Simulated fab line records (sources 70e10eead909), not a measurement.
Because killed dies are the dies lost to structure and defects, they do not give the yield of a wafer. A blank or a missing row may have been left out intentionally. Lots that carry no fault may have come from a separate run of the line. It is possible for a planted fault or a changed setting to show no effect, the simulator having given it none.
What tool caused it? + flow nandHarc + 6 lots, 18 wafers sampled, at 5 steps of a route of 1159

== WHAT THE GAUGES SHOWED, per wafer ==
NHARC_END_SORT_01.
| lot  | measured     | on        | killedAtArray |
|------|--------------|-----------|---------------|
| L862 | day 20 01:22 | prober-01 | 15 26 23      |
| L866 | day 21 02:22 | prober-02 | 29 31 21      |
| L869 | day 21 17:31 | prober-02 | 30 26 26      |
| L872 | day 22 09:04 | prober-01 | 43 46 36      |

== TOOL THAT RAN EACH LOT (tool first, then ch and the chambers of the sampled wafers, then the start) ==
| lot  | NHARC_A_CHANNEL_HOLE_D1_ETCH_44   | NHARC_A_CHANNEL_FILL_D1_ALD_03               | NHARC_A_CHANNEL_FILL_D1_ALD_14  | NHARC_A_CHANNEL_FILL_D1_ALD_15    |
|------|-----------------------------------|----------------------------------------------|---------------------------------|-----------------------------------|
| L862 | rieDiel-08 ch 1,3, day 8 23:53    | aldSinBatch-02 ch 0, day 9 08:10 or earlier  | aldHk-04 ch 0,1,3, day 9 08:10  | aldSinBatch-01 ch 0, day 9 11:13  |
| L866 | rieDiel-05 ch 0,1,2, day 10 06:23 | aldSinBatch-01 ch 0, day 10 14:33 or earlier | aldHk-02 ch 0,1,3, day 10 14:33 | aldSinBatch-01 ch 0, day 10 17:41 |
| L869 | rieDiel-13 ch 0,2, day 10 18:07   | aldSinBatch-01 ch 0, day 11 04:41 or earlier | aldHk-03 ch 1,2, day 11 04:41   | aldSinBatch-03 ch 0, day 11 07:46 |
| L872 | rieDiel-08 ch 0,1,3, day 11 22:58 | aldSinBatch-01 ch 0, day 12 07:24 or earlier | aldHk-03 ch 1,2,3, day 12 07:24 | aldSinBatch-02 ch 0, day 12 10:29 |
| L879 | rieDiel-13 ch 0,1, day 13 03:19   | aldSinBatch-01 ch 0, day 13 11:34 or earlier | aldHk-03 ch 0,1,2, day 13 11:34 | aldSinBatch-02 ch 0, day 13 14:37 |
| L883 | rieDiel-08 ch 1,2, day 14 02:44   | aldSinBatch-02 ch 0, day 14 10:58 or earlier | aldHk-04 ch 0,1,3, day 14 10:58 | aldSinBatch-01 ch 0, day 14 14:03 |
- NHARC_A_CHANNEL_HOLE_D1_ETCH_44: etches the open film in CF4/O2, target depth 140 nm, overetch 14 nm, time 77 s.
- NHARC_A_CHANNEL_FILL_D1_ALD_03: deposits SiNx, target thk 6 nm, pulse time 60 s, ald cycles 58.
- NHARC_A_CHANNEL_FILL_D1_ALD_14: deposits SiO2, target thk 2.5 nm, pulse time 10 s, ald cycles 25.
- NHARC_A_CHANNEL_FILL_D1_ALD_15: deposits SiNx, target thk 2 nm, pulse time 60 s, ald cycles 19.

== THE ANSWER, worked out from the rows above alone ==
Rule: what is usual is taken from the lots themselves. The widest of any qualifying gaps counts: lots, ordered by their means at a reading, are off when they make up no more than a third of the lots, leave a main group of 4 or more, and stand apart from it by 3 or more times the standard deviation of that group's means. Not used: any main group whose means are identical at the precision the tables above print for the reading. A lot without any number at a reading at which 4 lots or more have one is off too. Where the step has rows for the other lots, those lots are counted as sound.
Nothing can be told from this: no lot is off at any reading shown.

== WHAT THE SIMULATOR HAD INSERTED ==
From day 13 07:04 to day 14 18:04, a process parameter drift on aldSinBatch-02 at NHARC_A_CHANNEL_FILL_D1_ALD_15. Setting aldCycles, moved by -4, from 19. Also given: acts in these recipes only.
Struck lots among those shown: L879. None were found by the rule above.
